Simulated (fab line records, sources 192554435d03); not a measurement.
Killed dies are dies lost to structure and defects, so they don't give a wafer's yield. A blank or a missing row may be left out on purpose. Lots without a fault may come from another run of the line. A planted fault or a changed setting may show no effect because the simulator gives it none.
fab line records | flow n5_finfet
record lots=10 wafers=28 last_day=18
route steps=1938 shown BEOL_M0_SAQP@699 BEOL_M0@720 BEOL_M4@1111 PASSIVATION@1936
lots that met no fault: from a run of the same line without faults
start_h: hours from the record's first day to the start of the lot's first wafer shown | wait_h: hours since the lot's step before | " the same as in the row above | L1.1+2: a row that stands for several wafers | - no value, or no start given | * or withheld: withheld | < > ~ a bound
route shown NAME@n: a module of which the file shows steps, and the number in the route of the first | usual: mean/standard deviation of fault-free wafers | same: alike in all rows | chamber/n: place in a boat | sites: the reading at each site | _std_site: their standard deviation | _edge_site: outer sites' mean less inner sites' | radius_mm: how far each site lies from the wafer's centre | mask NAME#n: copy n | behind: the tool/chamber that last shaped the wafer | hold: why the lot was held/for how many hours/how that ended | device: the transistor (n, p or np) that didn't switch | end of line: the same wafers' tests at the end of the route | a step without rows: its recipe alone | killed: dies lost to structure and defects at the first sort, not the wafer's yield | map: a wafer's dies, x killed, . not, _ none there
set.NAME: the setting as run; set.NAME@STEP: as run at that earlier step | model.NAME: the simulator's own value behind a step, which no gauge read
steps of the route over a sample of lots; a table a step, a row a wafer
services: from which hour (start_h, from the record's first day; less than 0 if before it) a tool's chamber was out of use, for how many hours, and why
## steps
# step N5_BEOL_M0_SAQP_ETCH_49
# recipe chemistry=CF4/O2 target_depth_a=370 target=SiO2 pressure_mtorr=40 source_w=535 bias_w=49 Ar_flow_sccm=100 cf4_flow_sccm=100 O2_flow_sccm=10 ion_energy_ev=100
# usual O2_flow_sccm=10.00/0.031 bias_w=48.99/0.14 drypump_motor_current_A=5.6/0.44 oes_product_au=0.77/0.085 rf_vpp_V=241/6.2 showerhead_plenum_p_Torr=2.23/0.06 throttle_valve_pct=15.90/0.24
# columns lot.wafer tool chamber start_h wait_h O2_flow_sccm bias_w drypump_motor_current_A oes_product_au rf_hours_counter_h rf_vpp_V showerhead_plenum_p_Torr throttle_valve_pct
L738.1 rie_diel-03 1 138.28 0.6 9.94 49.19 4.9 1.01 0 241 2.18 15.86
L738.2 " 2 " " 10.02 49.20 5.6 0.87 63 245 2.25 15.71
L738.4 " 3 " " 10.04 49.14 6.0 0.79 - 231 2.23 15.99
L741.2 rie_diel-02 0 159.65 0.3 9.95 49.15 5.5 0.80 93 252 2.13 15.62
L741.4 " 3 " " 10.02 48.81 5.1 0.69 223 229 2.19 16.16
L741.6 " 0 " " 9.97 48.85 5.5 0.81 - 253 2.13 15.61
L743.1 rie_diel-04 1 167.83 0.3 10.01 49.18 5.8 0.69 205 240 2.20 16.25
L743.2 " 2 " " 10.02 49.06 5.6 0.83 78 241 2.33 15.77
L748.1 rie_diel-02 3 196.98 0.3 9.98 49.44 5.1 0.69 234 229 2.19 16.19
L748.2 " 1 " " 9.94 49.04 6.5 0.71 200 241 2.19 15.89
L748.3 " 2 " " 10.01 49.07 5.4 0.73 166 247 2.29 15.67
L749.4 rie_diel-02 0 202.57 0.3 9.95 48.88 5.5 0.80 105 251 2.13 15.65
L749.5 " 0 " " 9.98 49.01 5.5 0.80 - 252 2.13 15.64
L749.6 " 3 " " 10.02 48.91 5.1 0.69 - 229 2.19 16.19
L750.2 rie_diel-03 0 208.31 0.3 10.04 48.96 5.6 0.94 16 247 2.15 15.36
L750.3 " 2 " " 10.01 49.08 5.6 0.84 85 243 2.24 15.75
L750.6 " 2 " " 9.99 48.87 5.7 0.84 - 244 2.24 15.76
L753.2 rie_diel-02 0 231.73 0.3 10.04 48.96 5.5 0.79 114 252 2.12 15.66
L753.3 " 1 " " 9.98 49.13 6.5 0.71 211 242 2.19 15.91
L754.1 rie_diel-04 0 243.19 0.3 10.02 48.90 6.0 0.69 232 234 2.28 16.21
L754.4 " 3 " " 10.01 49.31 5.2 0.69 217 238 2.29 16.06
L754.5 " 2 " " 10.03 49.06 5.6 0.82 - 241 2.32 15.79
L755.1 rie_diel-02 2 246.15 0.4 9.96 48.86 5.4 0.73 182 247 2.28 15.70
L755.3 " 0 " " 9.94 49.27 5.5 0.80 119 252 2.12 15.68
L755.5 " 2 " " 9.98 49.19 5.4 0.73 - 245 2.28 15.70
L757.2 rie_diel-03 2 252.66 0.3 9.98 49.02 5.6 0.83 99 243 2.24 15.79
L757.3 " 1 " " 10.02 49.04 4.9 0.89 35 241 2.17 15.93
L757.5 " 1 " " 10.02 49.03 4.9 0.89 - 241 2.17 15.92
# step N5_BEOL_M0_ETCH_128
# recipe chemistry=CF4/N2 target_depth_a=120 overetch_a=51 target=SiCN time_s=21.4 ion_energy_ev=150 pressure_mtorr=40 source_w=430 bias_w=70 Ar_flow_sccm=100 cf4_flow_sccm=60 n2_flow_sccm=60
# usual bias_w=70.00/0.2 cf4_flow_sccm=59.98/0.17 drypump_motor_current_A=5.6/0.4 n2_flow_sccm=59.99/0.17 oes_product_au=0.54/0.053 rf_vpp_V=382.4/1.8 showerhead_plenum_p_Torr=2.21/0.07 throttle_valve_pct=15.39/0.19
# columns lot.wafer tool chamber start_h wait_h bias_w cf4_flow_sccm drypump_motor_current_A n2_flow_sccm oes_product_au rf_hours_counter_h rf_vpp_V showerhead_plenum_p_Torr throttle_valve_pct
L738.1 rie_diel-05 0 141.24 0.0 69.86 60.02 5.4 59.59 0.49 213 382.6 2.18 15.57
L738.2 " 1 " " 70.07 60.46 5.3 59.89 0.58 71 386.1 2.32 15.12
L738.4 " 3 " " 69.96 60.13 5.2 59.90 0.61 36 380.4 2.17 15.26
L741.2 rie_diel-05 0 160.92 0.0 70.20 59.78 5.4 60.14 0.48 217 381.2 2.18 15.57
L741.4 " 1 " " 69.91 60.16 5.3 59.97 0.59 75 384.4 2.32 15.12
L741.6 " 1 " " 70.09 59.78 5.3 60.15 0.58 - 382.1 2.32 15.13
L743.1 rie_diel-01 0 173.25 0.5 70.26 59.50 5.2 60.05 0.50 217 384.5 2.25 15.56
L743.2 " 3 " " 70.03 60.05 6.6 60.35 0.46 208 383.6 2.26 15.18
L748.1 rie_diel-05 1 198.28 0.0 - - - - - - - - -
L748.2 " 3 " " - - - - - - - - -
L748.3 " 0 " " - - - - - - - - -
L749.4 rie_diel-06 3 207.52 0.2 - - - - - - - - -
L749.5 " 1 " " - - - - - - - - -
L749.6 " 2 " " - - - - - - - - -
L750.2 rie_diel-01 3 209.63 0.0 - - - - - - - - -
L750.3 " 1 " " - - - - - - - - -
L750.6 " 3 " " - - - - - - - - -
L753.2 rie_diel-06 2 233.94 0.4 70.16 60.11 5.8 60.00 0.56 88 381.5 2.14 15.38
L753.3 " 3 " " 69.79 59.85 5.5 60.19 0.50 192 385.6 2.29 15.47
L754.1 rie_diel-06 3 247.49 0.7 69.97 60.08 5.5 60.37 0.51 197 385.1 2.29 15.45
L754.4 " 2 " " 69.85 59.77 5.9 59.94 0.59 93 380.5 2.14 15.39
L754.5 " 0 " " 70.04 59.92 5.5 59.92 0.51 - 380.9 2.11 15.61
L755.1 rie_diel-06 1 247.86 0.0 70.32 60.08 5.6 59.89 0.62 33 381.5 2.16 15.24
L755.3 " 3 " " 70.04 59.94 5.5 60.29 0.49 198 384.1 2.29 15.48
L755.5 " 2 " " 69.92 59.86 5.9 59.82 0.57 - 381.8 2.14 15.39
L757.2 rie_diel-01 1 256.10 0.1 70.29 59.98 6.0 60.08 0.48 231 379.4 2.11 15.73
L757.3 " 2 " " 69.89 59.59 5.3 59.81 0.55 108 382.8 2.22 15.18
L757.5 " 1 " " 70.30 60.06 6.0 60.09 0.50 - 378.2 2.11 15.75
# step N5_BEOL_M0_TRENCH_ETCH_107
# recipe chemistry=C4F6/O2 target_depth_a=328 target=SiOC time_s=16.4 ion_energy_ev=250 pressure_mtorr=30 source_w=355 bias_w=185 Ar_flow_sccm=300 C4F6_flow_sccm=10 O2_flow_sccm=10
# usual C4F6_flow_sccm=10.00/0.03 O2_flow_sccm=10.00/0.032 bias_w=184.9/0.52 drypump_motor_current_A=5.6/0.4 oes_product_au=0.78/0.083 rf_vpp_V=664/21 showerhead_plenum_p_Torr=2.85/0.089 throttle_valve_pct=20.82/0.2
# columns lot.wafer tool chamber start_h wait_h C4F6_flow_sccm O2_flow_sccm bias_w drypump_motor_current_A oes_product_au rf_hours_counter_h rf_vpp_V showerhead_plenum_p_Torr throttle_valve_pct
L738.1 rie_diel-05 0 141.28 0.0 9.95 9.90 185.1 5.4 0.70 213 657 2.80 20.87
L738.2 " 1 " " 10.00 9.99 185.0 5.3 0.87 71 701 3.00 20.55
L738.4 " 3 " " 10.03 10.01 185.4 5.2 0.89 36 715 2.81 20.77
L741.2 rie_diel-05 0 160.96 0.0 9.96 10.06 185.2 5.4 0.69 217 657 2.80 20.88
L741.4 " 1 " " 10.00 9.97 183.9 5.3 0.87 75 699 3.00 20.56
L741.6 " 1 " " 9.99 9.98 184.2 5.3 0.86 - 698 3.00 20.56
L743.1 rie_diel-01 0 173.30 0.0 10.01 10.00 185.0 5.2 0.72 217 645 2.90 20.90
L743.2 " 3 " " 9.96 10.02 185.2 6.6 0.68 208 654 2.93 20.49
L748.1 rie_diel-05 1 198.32 0.0 9.99 9.94 185.7 5.3 0.85 86 700 2.99 20.57
L748.2 " 3 " " 9.97 10.00 184.6 5.2 0.87 53 714 2.80 20.78
L748.3 " 0 " " 10.00 9.98 185.4 5.4 0.69 229 657 2.79 20.90
L749.4 rie_diel-06 3 207.56 0.0 10.01 9.99 185.1 5.5 0.73 182 653 2.97 20.84
L749.5 " 1 " " 9.97 9.97 184.4 5.6 0.93 - 648 2.80 20.68
L749.6 " 2 " " 10.02 10.05 184.5 5.9 0.87 - 669 2.78 20.90
L750.2 rie_diel-01 3 209.67 0.0 10.02 10.04 184.7 6.6 0.67 219 654 2.92 20.53
L750.3 " 1 " " 10.00 9.99 184.8 6.0 0.71 214 640 2.75 21.27
L750.6 " 3 " " 9.96 9.97 185.3 6.6 0.68 - 653 2.92 20.51
L753.2 rie_diel-06 2 233.98 0.0 9.99 9.98 185.3 5.8 0.85 88 666 2.77 20.89
L753.3 " 3 " " 9.97 10.07 184.9 5.5 0.72 192 651 2.96 20.85
L754.1 rie_diel-06 3 247.53 0.0 10.05 9.97 184.8 5.5 0.72 197 649 2.96 20.86
L754.4 " 2 " " 10.07 9.93 185.8 5.9 0.85 93 666 2.77 20.91
L754.5 " 0 " " 9.99 10.00 186.1 5.6 0.76 - 663 2.72 20.98
L755.1 rie_diel-06 1 247.90 0.0 10.02 10.01 183.7 5.6 0.89 33 650 2.79 20.70
L755.3 " 3 " " 9.95 10.02 184.7 5.5 0.71 198 652 2.96 20.85
L755.5 " 2 " " 10.02 9.99 185.2 5.8 0.84 - 667 2.77 20.92
L757.2 rie_diel-01 1 256.14 0.0 10.03 9.99 184.7 6.1 0.69 231 640 2.74 21.29
L757.3 " 2 " " 10.05 10.00 184.6 5.3 0.80 108 655 2.88 20.65
L757.5 " 1 " " 10.03 9.96 184.6 6.0 0.69 - 639 2.74 21.31
# step N5_BEOL_M0_ETCH_109
# recipe chemistry=CH3F/O2 target_depth_a=80 overetch_a=24 target=SiCN time_s=27.4 ion_energy_ev=120 pressure_mtorr=30 source_w=395 bias_w=75 Ar_flow_sccm=150 CH3F_flow_sccm=30 O2_flow_sccm=20
# usual CH3F_flow_sccm=30.00/0.086 O2_flow_sccm=20.00/0.057 bias_w=75.01/0.22 drypump_motor_current_A=5.6/0.4 oes_product_au=0.66/0.066 rf_vpp_V=297.2/1.6 showerhead_plenum_p_Torr=2.00/0.067 throttle_valve_pct=16.29/0.19
# columns lot.wafer tool chamber start_h wait_h CH3F_flow_sccm O2_flow_sccm bias_w drypump_motor_current_A oes_product_au rf_hours_counter_h rf_vpp_V showerhead_plenum_p_Torr throttle_valve_pct
L738.1 rie_diel-06 0 141.50 0.0 30.00 20.10 75.31 5.5 0.65 139 295.2 1.92 16.40
L738.2 " 2 " " 30.06 19.96 74.85 5.8 0.75 58 296.3 1.95 16.26
L738.4 " 3 " " 30.04 19.99 75.10 5.5 0.66 - 297.7 2.09 16.27
L741.2 rie_diel-01 2 161.18 0.0 30.10 20.18 75.19 5.3 0.72 75 297.1 2.03 16.03
L741.4 " 1 " " 30.11 19.94 75.03 6.0 0.63 197 295.4 1.93 16.63
L741.6 " 0 " " 30.15 20.03 75.25 5.2 0.61 - 299.1 2.05 16.42
L743.1 rie_diel-01 0 173.76 0.3 29.94 20.03 74.93 5.2 0.61 217 298.6 2.05 16.41
L743.2 " 1 " " 30.07 20.10 75.45 6.0 0.62 201 295.3 1.93 16.63
L748.1 rie_diel-06 1 198.54 0.0 29.96 19.96 74.90 5.5 0.78 15 297.3 1.97 16.10
L748.2 " 0 " " 29.90 19.95 74.96 5.5 0.64 156 296.0 1.91 16.43
L748.3 " 2 " " 29.88 20.06 74.73 5.9 0.73 74 296.0 1.95 16.32
L749.4 rie_diel-06 0 207.78 0.0 30.08 20.11 74.93 5.5 0.64 159 295.9 1.91 16.44
L749.5 " 2 " " 30.07 19.99 74.75 5.9 0.73 - 296.2 1.95 16.31
L749.6 " 3 " " 30.12 19.98 75.38 5.5 0.64 - 298.6 2.09 16.31
L750.2 rie_diel-05 1 209.96 0.1 30.07 20.05 74.89 5.3 0.72 90 299.0 2.10 16.06
L750.3 " 0 " " 29.98 19.96 75.44 5.4 0.58 233 297.8 1.97 16.48
L750.6 " 3 " " 30.09 20.01 75.33 5.2 0.71 - 296.1 1.96 16.17
L753.2 rie_diel-01 2 234.20 0.0 29.92 20.05 74.93 5.3 0.68 100 296.7 2.03 16.06
L753.3 " 0 " " 30.00 20.07 75.02 5.2 0.60 237 297.2 2.04 16.46
L754.1 rie_diel-01 3 247.77 0.1 29.93 20.01 75.04 6.6 0.57 231 298.4 2.05 16.12
L754.4 " 0 " " 30.02 19.98 74.72 5.2 0.59 242 298.1 2.04 16.47
L754.5 " 2 " " 30.08 20.04 75.04 5.3 0.70 - 296.7 2.02 16.06
L755.1 rie_diel-06 1 248.21 0.1 30.05 19.92 74.74 5.6 0.76 33 296.7 1.96 16.13
L755.3 " 3 " " 29.94 19.99 75.25 5.5 0.63 198 297.7 2.08 16.34
L755.5 " 1 " " 30.18 19.98 74.93 5.6 0.79 - 295.7 1.96 16.13
L757.2 rie_diel-01 2 256.59 0.3 30.12 20.00 74.73 5.3 0.67 108 298.0 2.02 16.08
L757.3 " 3 " " 30.05 19.90 74.91 6.6 0.57 234 299.2 2.05 16.13
L757.5 " 0 " " 29.92 20.01 74.83 5.2 0.60 - 296.5 2.04 16.48
# step N5_BEOL_M4_RC_MEAS_101
# usual DIBL_N=36.7/2.6 DIBL_P=36.9/2.8 IOFF_N=0.17/0.043 IOFF_P=0.22/0.05 ION_N=678/15 ION_P=465/9.2 SS_N=71.6/0.79 SS_P=73.5/0.82 VT_N=250/3.9 VT_P=-250/3.7
# columns lot.wafer tool chamber start_h wait_h DIBL_N[mV/V] DIBL_P[mV/V] IOFF_N[nA/um] IOFF_P[nA/um] ION_N[uA/um] ION_P[uA/um] SS_N[mV/dec] SS_P[mV/dec] VT_N[mV] VT_P[mV]
L738.1 prober-01 0 197.44 0.0 35.0 34.6 0.14 0.17 680 466 70.4 72.9 250 -253
L738.2 " 0 " " 36.3 36.8 0.15 0.19 682 467 71.4 72.9 250 -254
L738.4 " 0 " " 37.1 37.3 0.18 0.20 694 468 71.7 72.9 247 -253
L741.2 prober-01 0 206.64 0.2 36.4 36.8 0.16 0.20 671 461 71.3 73.1 248 -251
L741.4 " 0 " " 41.1 42.8 0.24 0.29 679 458 73.3 75.0 247 -247
L741.6 " 0 " " 37.8 37.5 0.17 0.21 667 454 72.0 73.9 253 -251
L743.1 prober-01 0 243.57 0.0 35.4 34.6 0.13 0.16 672 455 70.6 72.9 254 -257
L743.2 " 0 " " 34.8 34.0 0.13 0.15 676 458 71.0 72.4 254 -257
L753.2 prober-02 0 300.57 0.2 33.9 34.0 0.12 0.17 663 449 71.5 72.6 252 -251
L753.3 " 0 " " 32.4 32.2 0.11 0.16 675 465 70.7 71.9 252 -254
L757.2 prober-02 0 309.73 0.2 36.5 37.1 0.14 0.20 683 469 71.2 73.3 255 -253
L757.3 " 0 " " 39.4 40.4 0.18 0.25 673 464 71.8 74.1 252 -251
L757.5 " 0 " " 36.1 36.5 0.13 0.18 667 456 71.5 72.9 253 -253
L754.1 prober-02 0 312.69 0.0 38.8 37.9 0.20 0.24 690 475 71.3 74.6 244 -248
L754.4 " 0 " " 36.5 35.2 0.15 0.21 664 454 70.6 73.6 251 -248
L754.5 " 0 " " 39.8 39.3 0.24 0.28 703 470 71.8 74.4 244 -248
L755.1 prober-01 0 334.76 0.0 36.3 36.2 0.13 0.19 660 460 71.8 73.1 254 -255
L755.3 " 0 " " 38.8 39.3 0.18 0.23 690 476 71.4 73.8 248 -250
L755.5 " 0 " " 40.2 40.5 0.20 0.26 685 469 72.3 73.9 248 -250
# step N5_PASSIVATION_PROBE_49
# usual defect_limited_yield=91.0/1.4 killed_at_M0_to_M3=36/9.6 killed_at_M4_up=14/6.1 killed_at_contacts=13/6.6 killed_at_front_end=40/11 killed_at_other=3.2/2.9 killed_dies=106/17 killed_open=71/12 killed_short=33/7.3 sort_bin_5_function=5.3/1 sort_bin_6_memory=3.4/0.68 sort_n_pass=1073/19 sort_yield_pct=91.0/1.6
# same gross_dies=1180 killed_at_back_side=0 sort_bin_4_leakage[%]=0 sort_bin_8_speed[%]=0
# columns lot.wafer tool chamber start_h wait_h defect_limited_yield[%] killed_at_M0_to_M3 killed_at_M4_up killed_at_contacts killed_at_front_end killed_at_other killed_dies killed_open killed_short sort_bin_5_function[%] sort_bin_6_memory[%] sort_n_pass sort_yield_pct[%]
L738.1 prober-02 - 302.80 0.0 91.4 47 16 7 28 4 102 76 26 5.3 3.2 1078 91.4
L738.2 prober-02 - 302.85 0.1 90.2 24 29 6 49 8 116 77 32 5.8 3.6 1064 90.2
L738.4 prober-02 - 302.95 0.2 92.6 30 8 10 35 4 87 53 33 4.6 2.7 1093 92.6
L741.2 prober-02 - 311.77 0.1 89.1 29 22 22 49 7 129 87 34 6.4 4.4 1051 89.1
L741.4 prober-02 - 311.87 0.2 92.1 26 8 12 40 7 93 58 34 4.0 3.4 1087 92.1
L741.6 prober-02 - 311.97 0.3 90.6 30 23 13 40 5 111 75 29 6.5 2.8 1069 90.6
L743.1 prober-02 - 346.84 0.0 91.9 36 19 1 38 2 96 59 37 3.7 3.7 1084 91.9
L743.2 prober-02 - 346.89 0.1 90.1 39 10 6 55 7 117 79 33 6.4 3.1 1063 90.1
L753.2 prober-01 - 409.47 0.1 91.4 27 13 20 36 5 101 60 39 5.1 2.8 1079 91.4
L753.3 prober-01 - 409.52 0.1 90.5 47 21 10 33 1 112 73 37 6.0 3.1 1068 90.5
L757.2 prober-01 - 413.94 0.1 92.5 40 7 3 37 1 88 58 26 4.7 2.7 1092 92.5
L757.3 prober-01 - 413.99 0.1 92.4 38 13 11 26 2 90 64 23 5.3 2.4 1090 92.4
L757.5 prober-01 - 414.09 0.2 91.9 37 16 14 25 3 95 66 29 4.5 3.2 1085 91.9
L754.1 prober-02 - 426.15 0.0 92.8 27 9 23 24 2 85 54 30 4.3 2.8 1095 92.8
L754.4 prober-02 - 426.30 0.2 92.9 26 16 11 25 6 84 58 22 3.8 3.1 1096 92.9
L754.5 prober-02 - 426.35 0.2 92.8 30 9 12 29 5 85 53 28 4.3 2.7 1095 92.8
L755.1 prober-02 - 443.20 0.1 92.0 48 8 9 27 2 94 72 22 4.8 2.9 1086 92.0
L755.3 prober-02 - 443.30 0.2 88.9 68 10 3 46 4 131 91 38 5.8 5.0 1049 88.9
L755.5 prober-02 - 443.40 0.3 92.9 24 16 7 35 2 84 54 28 4.3 2.5 1096 92.9
# killed by level:class
L738.1 BEOL_M1:geometric_particle:open=13 BEOL_M3:geometric_particle:open=11 STI_FIN_REVEAL:geometric_particle:open=8 BEOL_M4:geometric_particle:open=7 MOL_CONTACT_COAG:geometric_particle:open=5 BEOL_M0_SAQP:geometric_particle:short=5 BEOL_M2:geometric_particle:open=5 GATE_CUT:geometric_particle:short=4
L738.2 BEOL_M4:geometric_particle:open=17 FIN_SAQP:geometric_particle:open=14 BEOL_M2:geometric_particle:open=14 FIN_SAQP:geometric_particle:short=8 STI_FIN_REVEAL:geometric_particle:open=7 DUMMY_GATE:geometric_particle:open=4 GATE_CUT:geometric_particle:short=4 MOL_CONTACT_COAG:geometric_particle:open=4
L738.4 FIN_SAQP:geometric_particle:open=8 FIN_SAQP:geometric_particle:short=8 MOL_CONTACT_COAG:geometric_particle:open=7 BEOL_M2:geometric_particle:open=6 BEOL_M0_SAQP:geometric_particle:short=6 STI_FIN_REVEAL:geometric_particle:open=5 BEOL_M0_SAQP:geometric_particle:open=5 BEOL_M3:geometric_particle:open=4
L741.2 MOL_CONTACT_COAG:geometric_particle:open=16 BEOL_M4:geometric_particle:open=14 FIN_SAQP:geometric_particle:open=9 BEOL_M2:geometric_particle:open=8 FIN_SAQP:geometric_particle:short=7 STI_FIN_REVEAL:geometric_particle:open=7 BEOL_M3:geometric_particle:open=7 MOL_CONTACT_COAG:geometric_particle:short=6
L741.4 STI_FIN_REVEAL:geometric_particle:open=14 MOL_CONTACT_COAG:geometric_particle:open=9 BEOL_M3:geometric_particle:open=6 GATE_CUT:geometric_particle:short=5 BEOL_M3:geometric_particle:short=5 BEOL_M0_SAQP:geometric_particle:open=4 STARTING-WAFER:geometric_particle:open=4 STARTING-WAFER:geometric_particle:short=4
L741.6 FIN_SAQP:geometric_particle:open=12 MOL_CONTACT_COAG:geometric_particle:open=11 BEOL_M2:geometric_particle:open=9 STI_FIN_REVEAL:geometric_particle:open=8 BEOL_M4:geometric_particle:open=8 FIN_SAQP:geometric_particle:short=7 BEOL_M3:geometric_particle:open=6 BEOL_M1:geometric_particle:open=5
L743.1 BEOL_M3:geometric_particle:open=11 BEOL_M4:geometric_particle:open=11 BEOL_M0_SAQP:geometric_particle:open=9 BEOL_M0_SAQP:geometric_particle:short=6 BEOL_M2:geometric_particle:open=5 STI_FIN_REVEAL:geometric_particle:open=4 DUMMY_GATE:geometric_particle:short=4 SPACER0:geometric_particle:short=4
L743.2 FIN_SAQP:geometric_particle:open=19 BEOL_M0_SAQP:geometric_particle:open=9 FIN_SAQP:geometric_particle:short=8 BEOL_M3:geometric_particle:open=8 DUMMY_GATE:geometric_particle:open=6 MOL_CONTACT_COAG:geometric_particle:open=6 BEOL_M2:geometric_particle:open=6 BEOL_M1:geometric_particle:open=5
L753.2 MOL_CONTACT_COAG:geometric_particle:open=14 FIN_SAQP:geometric_particle:short=13 STI_FIN_REVEAL:geometric_particle:open=8 BEOL_M1:geometric_particle:open=7 MOL_CONTACT_COAG:geometric_particle:short=6 FIN_SAQP:geometric_particle:open=4 BEOL_M2:geometric_particle:short=4 BEOL_M4:geometric_particle:open=4
L753.3 STI_FIN_REVEAL:geometric_particle:open=11 BEOL_M1:geometric_particle:open=10 BEOL_M2:geometric_particle:open=10 BEOL_M0_SAQP:geometric_particle:open=9 BEOL_M0_SAQP:geometric_particle:short=9 FIN_SAQP:geometric_particle:short=8 BEOL_M4:geometric_particle:open=8 MOL_CONTACT_COAG:geometric_particle:open=7
L757.2 BEOL_M3:geometric_particle:open=13 FIN_SAQP:geometric_particle:short=10 BEOL_M2:geometric_particle:open=9 STI_FIN_REVEAL:geometric_particle:open=8 DUMMY_GATE:geometric_particle:open=6 BEOL_M3:geometric_particle:short=6 BEOL_M1:geometric_particle:open=5 FIN_SAQP:geometric_particle:open=4
L757.3 MOL_CONTACT_COAG:geometric_particle:open=10 BEOL_M0_SAQP:geometric_particle:open=9 BEOL_M0_SAQP:geometric_particle:short=7 FIN_SAQP:geometric_particle:open=6 BEOL_M0:geometric_particle:open=5 BEOL_M2:geometric_particle:open=5 BEOL_M4:geometric_particle:open=4 GATE_CUT:geometric_particle:short=4
L757.5 MOL_CONTACT_COAG:geometric_particle:open=13 BEOL_M0_SAQP:geometric_particle:open=11 FIN_SAQP:geometric_particle:open=9 BEOL_M0_SAQP:geometric_particle:short=8 BEOL_M2:geometric_particle:open=6 BEOL_M8:geometric_particle:open=6 BEOL_M4:geometric_particle:open=4 BEOL_M3:geometric_particle:open=4
L754.1 MOL_CONTACT_COAG:geometric_particle:open=19 STARTING-WAFER:geometric_particle:short=6 BEOL_M2:geometric_particle:open=5 BEOL_M0_SAQP:geometric_particle:open=5 BEOL_M3:geometric_particle:open=5 MOL_CONTACT_COAG:geometric_particle:short=4 BEOL_M0_SAQP:geometric_particle:short=4 BEOL_M4:geometric_particle:open=4
L754.4 MOL_CONTACT_COAG:geometric_particle:open=9 DUMMY_GATE:geometric_particle:open=7 BEOL_M0_SAQP:geometric_particle:short=5 BEOL_M2:geometric_particle:open=5 BEOL_M4:geometric_particle:open=5 STI_FIN_REVEAL:geometric_particle:open=4 GATE_CUT:geometric_particle:short=4 BEOL_M0_SAQP:geometric_particle:open=4
L754.5 MOL_CONTACT_COAG:geometric_particle:open=11 BEOL_M2:geometric_particle:open=7 FIN_SAQP:geometric_particle:short=5 BEOL_M1:geometric_particle:open=5 BEOL_M4:geometric_particle:open=5 BEOL_M0_SAQP:geometric_particle:open=4 BEOL_M0_SAQP:geometric_particle:short=4 BEOL_M0:geometric_particle:short=4
L755.1 BEOL_M2:geometric_particle:open=18 BEOL_M1:geometric_particle:open=15 STI_FIN_REVEAL:geometric_particle:open=12 BEOL_M0_SAQP:geometric_particle:open=6 MOL_CONTACT_COAG:geometric_particle:open=5 BEOL_M4:geometric_particle:open=5 GATE_CUT:geometric_particle:short=4 MOL_CONTACT_COAG:geometric_particle:short=4
L755.3 BEOL_M1:geometric_particle:open=19 BEOL_M0_SAQP:geometric_particle:open=14 GATE_CUT:geometric_particle:open=12 BEOL_M2:geometric_particle:open=11 STI_FIN_REVEAL:geometric_particle:open=9 BEOL_M0_SAQP:geometric_particle:short=8 BEOL_M4:geometric_particle:open=6 GATE_CUT:geometric_particle:short=6
L755.5 GATE_CUT:geometric_particle:short=7 BEOL_M0_SAQP:geometric_particle:short=6 MOL_CONTACT_COAG:geometric_particle:open=6 BEOL_M4:geometric_particle:open=6 BEOL_M1:geometric_particle:open=5 BEOL_M2:geometric_particle:open=5 FIN_SAQP:geometric_particle:open=4 DUMMY_GATE:geometric_particle:open=4
## services
# columns tool chamber start_h hours kind
rie_diel-01 0 116.87 1.2 repair
rie_diel-04 0 119.99 13.8 repair
rie_diel-02 - 124.83 14.6 pm
rie_diel-06 1 125.03 - clean
rie_diel-06 1 125.03 - consumable_replace:focus_ring
rie_diel-06 1 125.03 21.7 scheduled_down
rie_diel-06 1 125.03 21.7 vent_cycle
rie_diel-03 1 126.17 - clean
rie_diel-03 1 126.17 - consumable_replace:focus_ring
rie_diel-03 1 126.17 11.5 scheduled_down
rie_diel-03 1 126.17 11.5 vent_cycle
rie_diel-04 3 200.03 2.9 repair
rie_diel-03 2 218.45 2.0 repair
rie_diel-01 2 225.67 2.5 repair
rie_diel-01 0 230.15 3.8 repair
rie_diel-02 3 250.70 - clean
rie_diel-02 3 250.70 - consumable_replace:focus_ring
rie_diel-02 3 250.70 20.8 scheduled_down
rie_diel-02 3 250.70 20.8 vent_cycle
rie_diel-05 0 251.23 - clean
rie_diel-05 0 251.23 - consumable_replace:focus_ring
rie_diel-05 0 251.23 17.4 scheduled_down
rie_diel-05 0 251.23 17.4 vent_cycle
rie_diel-06 0 251.86 12.1 repair
## key
first_sign step=N5_BEOL_M0_ETCH_128 reading=tool_record direction=missing
effect none on later readings
met_at N5_BEOL_M0_ETCH_128
struck_lots L748,L749,L750
rows_end L748.1,L748.2,L748.3,L749.4,L749.5,L749.6,L750.2,L750.3,L750.6
not_acting_at N5_BEOL_M0_SAQP_ETCH_49,N5_BEOL_M0_TRENCH_ETCH_107,N5_BEOL_M0_ETCH_109
onset_between 173.25 198.28
fault kind=skipped_step_whole tool=rie_diel-01,rie_diel-05,rie_diel-06 chamber=- onset_h=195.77 steps=N5_BEOL_M0_ETCH_128 scope=struck_lots_only
# rows_end: these wafers met a further fault down the route, and their rows from its step on are left out
